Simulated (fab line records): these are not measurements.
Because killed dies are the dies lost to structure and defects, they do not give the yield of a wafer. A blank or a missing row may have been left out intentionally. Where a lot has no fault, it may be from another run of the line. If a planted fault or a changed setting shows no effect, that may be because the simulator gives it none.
Code-filled problem report in 8D (eight disciplines) form / flow n5_finfet / the parts of the form that need people (team, actions taken, sign-off) are left out

== 1. WHAT IS WRONG ==
raw_defect_count at N5_BEOL_M3_INSPECT_59 reads a mean of 635 on 9 wafers of 3 lots; wafers without a fault read 71 with a standard deviation of 21. That puts it +27 standard deviations away from the usual mean.
The step: inspects for defects (darkfield).
First observed at day 10 05:10: wafer L604.1, on defect_inspect-02. Wafers with a number at this step in the record: 30, from 10 lots. Rule for "out" (also "out of limits"): further than 4 standard deviations from the usual mean. All remaining wafers that have a number are taken as sound.

== 2. WHAT THIS IS AND IS NOT ==
question=which readings at this step | is=raw_defect_count | is not=-
question=which lots | is=L604, L605, L607 | is not=L592, L593, L595, L601, L608, L612, L613
question=which wafers of those lots | is=all that have a number | is not=-
question=read on which gauges | is=defect_inspect-02 | is not=defect_inspect-01
question=when | is=from day 10 05:10 | is not=up to then (12 sound wafers); but 9 sound wafers of L608, L612, L613 came after

== 3. SUSPECTS, AND WHAT RULES EACH OUT ==
Counting: a tool at any process step up to the reading remains a suspect when it ran all the lots that are out and ran no sound lot after the first of those.
- the gauge at N5_BEOL_M3_INSPECT_59 is ruled out. All the wafers that are out were read on defect_inspect-02, but those of them that N5_PASSIVATION_PROBE_49 has rows for are out there too, on other tools.
- pecvd-03 at N5_BEOL_M3_PRE_CLEAN_56 (time 15 s): kept. It processed each lot that is out, first L604 at day 10 05:03, and no sound lot thereafter; up to then, the last sound lot it processed was L601 at day 9 14:24.
- pecvd-03 at N5_BEOL_M3_DEP_57 (deposits SiCN from 3MS/NH3, target thk 8 nm, time 14 s): kept. It processed each lot that is out, first L604 at day 10 05:04, and no sound lot thereafter; up to then, the last sound lot it processed was L601 at day 9 14:26.
What counting leaves: pecvd-03 at N5_BEOL_M3_PRE_CLEAN_56 and pecvd-03 at N5_BEOL_M3_DEP_57.

== 4. THE CAUSE (what the simulator had put in) ==
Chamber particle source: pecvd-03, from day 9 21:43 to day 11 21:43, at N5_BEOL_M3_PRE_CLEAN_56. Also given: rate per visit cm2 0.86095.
After counting, 2 suspects remain, this tool included.

== 5. SEQUENCE OF EFFECTS, ordered by route ==
Each row: a reading where the mean over the struck wafers with a number is more than 3 standard deviations away from the usual. Only readings for which the record gives a usual standard deviation are gone through. hours: the time from each lot's start at the first step in this table that gives one to its start at this step, as a median over the lots. sigmas: the change in usual standard deviations.
hours=0; step=N5_BEOL_M3_INSPECT_59; reading=raw_defect_count; usual=71; on struck wafers=635; change=+564; sigmas=+27
hours=1; step=N5_BEOL_M4_INSPECT_13; reading=raw_defect_count; usual=420; on struck wafers=1003; change=+583; sigmas=+5.8
hours=116; step=N5_PASSIVATION_PROBE_49; reading=defect_limited_yield; usual=91.6 %; on struck wafers=82.7; change=-8.9; sigmas=-6.4
hours=116; step=N5_PASSIVATION_PROBE_49; reading=killed_at_M0_to_M3; usual=35; on struck wafers=153; change=+118; sigmas=+12
hours=116; step=N5_PASSIVATION_PROBE_49; reading=killed_dies; usual=99; on struck wafers=205; change=+106; sigmas=+6.6
hours=116; step=N5_PASSIVATION_PROBE_49; reading=sort_bin_5_function; usual=4.9 %; on struck wafers=11.2; change=+6.3; sigmas=+6.9
hours=116; step=N5_PASSIVATION_PROBE_49; reading=sort_n_pass; usual=1081; on struck wafers=975; change=-106; sigmas=-6.6
hours=116; step=N5_PASSIVATION_PROBE_49; reading=sort_yield_pct; usual=91.6 %; on struck wafers=82.7; change=-8.9; sigmas=-6.4
Its process steps:
- N5_PASSIVATION_PROBE_49
Later steps that measure or inspect, where all struck wafers having a row at the step show a number for every such reading and not one has moved that far: N5_BEOL_M4_THK_MEAS_01, N5_BEOL_M4_RC_MEAS_101.

== 6. HOW IT WOULD HAVE BEEN CAUGHT EARLIER ==
Counted from the fault's start at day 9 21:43, it took 7 hours until the first out-of-limits reading at a measuring or inspecting step in this record, taken at day 10 05:10.
Lots out: 3; of these, L605, L607 started N5_BEOL_M3_PRE_CLEAN_56 on pecvd-03 after day 10 05:10. A hold on the tool at that time would have spared those 2.
